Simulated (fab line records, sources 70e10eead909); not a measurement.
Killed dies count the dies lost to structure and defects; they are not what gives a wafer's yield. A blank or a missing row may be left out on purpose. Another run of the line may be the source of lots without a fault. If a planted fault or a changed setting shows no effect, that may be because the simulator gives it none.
Matching of chambers ; flow nand_harc ; NHARC_A_CONTACT_ETCH_75 on rie_diel-06: 4 sister chambers
The step etches the open film in CF4, target depth 39 nm, time 65 s. 16 wafers are shown with their chamber, then 8 later ones without.

EACH WAFER AND ITS CHAMBER
wafer;chamber;showerhead_plenum_p_Torr (Torr);drypump_motor_current_A (A);oes_product_au (a.u.)
L319.1;3;1.68;5.6;0.990
L319.5;2;1.68;6.0;0.994
L319.6;1;1.73;5.3;0.979
L321.2;2;1.67;6.0;0.998
L321.3;3;1.67;5.6;0.999
L321.6;3;1.67;5.6;0.994
L322.1;0;1.90;4.9;0.988
L322.2;3;1.67;5.7;0.997
L322.6;1;1.73;5.3;0.977
L323.1;0;1.90;5.0;0.987
L323.3;1;1.73;5.3;0.982
L323.5;0;1.90;4.9;0.998
L326.1;3;1.67;5.6;0.991
L326.2;0;1.90;4.9;0.984
L326.6;2;1.67;6.0;0.988
L327.1;2;1.67;6.0;0.991

SIGNATURES (means of the wafers above)
reading;chamber 0;chamber 1;chamber 2;chamber 3;scatter within a chamber
showerhead_plenum_p_Torr;1.9000;1.7300;1.6725;1.6720;0.00359
drypump_motor_current_A;4.925;5.300;6.000;5.620;0.0359
oes_product_au;0.98925;0.97933;0.99275;0.99420;0.00444
Rule: for a wafer and a chamber, the distance is found by dividing, reading by reading, the gap between the wafer's reading and the chamber's mean by the reading's scatter, squaring, summing and taking the root. The wafer belongs to the nearest chamber; if the next one is less than 2 further off, it can't be placed. The scatter is the square root of a quotient: the sum, over the shown wafers, of each reading's squared deviation from its chamber's mean, divided by wafers minus chambers.

WAFERS WITH NO CHAMBER GIVEN
wafer;showerhead_plenum_p_Torr (Torr);drypump_motor_current_A (A);oes_product_au (a.u.)
L327.2;1.90;4.9;0.999
L327.3;1.67;5.6;1.002
L337.1;1.67;5.6;1.006
L337.4;1.72;5.3;0.985
L337.5;1.72;5.3;0.982
L338.2;1.67;5.6;1.008
L338.3;1.89;4.9;0.993
L338.6;1.89;4.9;0.991

WHICH CHAMBER EACH WENT THROUGH
wafer;from the rows above;in truth
L327.2;0;0
L327.3;3;3
L337.1;3;3
L337.4;1;1
L337.5;1;1
L338.2;3;3
L338.3;0;0
L338.6;0;0
Correct placement for 8 of the 8. Number that these rows cannot place: 0. Wrongly placed: 0.
